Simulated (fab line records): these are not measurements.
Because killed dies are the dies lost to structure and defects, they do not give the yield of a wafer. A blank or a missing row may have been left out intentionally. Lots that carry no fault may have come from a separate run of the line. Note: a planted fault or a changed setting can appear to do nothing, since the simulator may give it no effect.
Struck lot and sound lot, side by side || flow n5_finfet || 37 out of 1938 route steps
Sound: these wafers, L624.1, L624.3, L624.5. Struck: wafers L623.2, L623.3, L623.5. At the end, the cause is stated.
Per side, at each step with rows, come the tool, then ch with its chambers, and then its first start. Under that, the readings that differ: sound wafers || struck wafers || difference of the means || sigmas: that difference in standard deviations of wafers without a fault.
alike: readings whose means differ by less than 2 such deviations, and words and numbers that are the same on both sides. not compared: withheld readings, readings that some wafer has no value for, bounds like >300 that may hide the same value, and numbers for which the record gives no deviation and whose values overlap.
Wherever a step has rows on one side only, a row that says differs or no value, or a row with sigmas, the two part there. Numbers that have no deviation but don't overlap get no sigmas and don't part them. A reading missing from all wafers of one side parts the sides only when that side holds two or more wafers.

first, 9 steps without rows for these wafers: N5_BEOL_M7_ALD_77 (deposits TaN, target thk 2 nm, pulse time 2 s, purge time 3 s); N5_BEOL_M7_SURFACE_TREAT_79; N5_BEOL_M7_CVD_78 (deposits Co from CCTBA/H2, target thk 2 nm, time 142.3 s); N5_BEOL_M7_SPUTTER_48 (material Cu, target thk 10 nm, time 1.667 s); N5_BEOL_M7_ECD_50 (material Cu, target thk 300 nm); N5_BEOL_M7_ANNEAL_51 (time 90 s); N5_BEOL_M7_CMP_52 (polishes, stops on SiCOH lowk, t overpolish 6.9 s, target thk 80 nm); N5_BEOL_M7_PRE_CLEAN_55 (time 15 s); N5_BEOL_M7_DEP_56 (deposits SiCN from 3MS/NH3, target thk 10 nm, time 17.5 s).
N5_BEOL_M8_ILD_DEP_00: deposits SiCOH lowk from DEMS/porogen, target thk 179.75 nm, time 33.4 s.
  sound on pecvd-03 ch 0,2, day 14 13:30; struck on pecvd-04 ch 1,2, day 14 22:32
{"reading": "susceptor_temp_C (C)", "sound": "300.02 300.19 299.94", "struck": "281.43 281.34 281.22", "difference": -18.72, "sigmas": -99}
{"reading": "model.SiCOH_lowk_of_BEOL_M8_ILD_DEP_00.thk_nm (nm)", "sound": "178.8 179.6 182.4", "struck": "195.2 194.4 199.2", "difference": "+16.0", "sigmas": ""}
  alike: heater_power_w, showerhead_plenum_p_Torr, throttle_valve_pct
  not compared: since_wet_clean_h
then, 1 step without rows for these wafers: N5_BEOL_M8_CURE_74 (cures SiCOH lowk, time 240 s).
N5_BEOL_M8_THK_MEAS_01:
  struck on film_metro-01, day 14 23:35; sound on film_metro-01, day 14 14:04
{"reading": "M8_ILD_THK (nm)", "sound": "154.2 154.9 157.3", "struck": "168.4 167.5 172.0", "difference": "+13.8", "sigmas": "+6"}
then, 23 steps without rows for these wafers: N5_BEOL_M8_PECVD_70 (deposits SiO2 from TEOS/O2, target thk 20 nm, time 22.7 s); N5_BEOL_M8_HM_DEP_02 (deposits TiN, target thk 20 nm); N5_BEOL_M8_COAT_59 (time 60 s, resist thk 100 nm); N5_BEOL_M8_COAT_60 (time 60 s, resist thk 35 nm); N5_BEOL_M8_COAT_05 (resist thk 90 nm); N5_BEOL_M8_EBR_07; N5_BEOL_M8_SOFTBAKE_06 (time 60 s); N5_BEOL_M8_EXPOSE_08 (exposes mask M8); N5_BEOL_M8_PEB_09 (peb time 60 s); N5_BEOL_M8_DEVELOP_10 (develop time 30 s); N5_BEOL_M8_DESCUM_16 (chemistry O2, time 7.9 s); N5_BEOL_M8_ETCH_61 (etches SiARC in CF4, target depth 45.5 nm, time 75.8 s); N5_BEOL_M8_ETCH_62 (etches SOC in N2/H2, target depth 110 nm, overetch 22 nm, time 165 s); N5_BEOL_M8_STRIP_68 (strips in N2/H2); N5_BEOL_M8_STRIP_67 (strips in CF4); N5_BEOL_M8_HM_OPEN_17 (chemistry Cl2/BCl3, target TiN, target depth 20 nm, overetch 6 nm); N5_BEOL_M8_STRIP_19 (strips in O2); N5_BEOL_M8_COAT_63 (time 60 s, resist thk 60 nm); N5_BEOL_M8_COAT_64 (time 60 s, resist thk 12 nm); N5_BEOL_M8_COAT_71 (time 60 s, resist thk 5 nm); N5_BEOL_M8_COAT_22 (resist thk 30 nm); N5_BEOL_M8_EBR_24; N5_BEOL_M8_SOFTBAKE_23 (time 60 s).
N5_BEOL_M8_CMP_52: polishes, stops on SiCOH lowk, t overpolish 6.9 s, target thk 80 nm.
  sound on cmp-01 ch 1,2,3, day 14 21:45; struck on cmp-01 ch 2,3, day 15 08:26
{"reading": "model.SiCOH_lowk_of_BEOL_M8_ILD_DEP_00.thk_nm (nm)", "sound": "151.2 152 154.4", "struck": "165.4 164.8 169", "difference": "+13.9", "sigmas": ""}
  alike: edge_zone_pressure_frac, head_pressure_psi, motor_current_A, retaining_ring_pressure_frac
  not compared: pad_life_wafers
then, 1 step without rows for these wafers: N5_PASSIVATION_PROBE_49.

== WHERE THEY PART ==
At N5_BEOL_M8_ILD_DEP_00 first; at N5_BEOL_M8_THK_MEAS_01 last (within this record only). Later steps at which nothing parts them and some readings are alike: N5_BEOL_M8_CMP_52.

WHY: whatever the simulator had introduced
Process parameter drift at N5_BEOL_M8_ILD_DEP_00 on pecvd-04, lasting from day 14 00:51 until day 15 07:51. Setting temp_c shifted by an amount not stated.
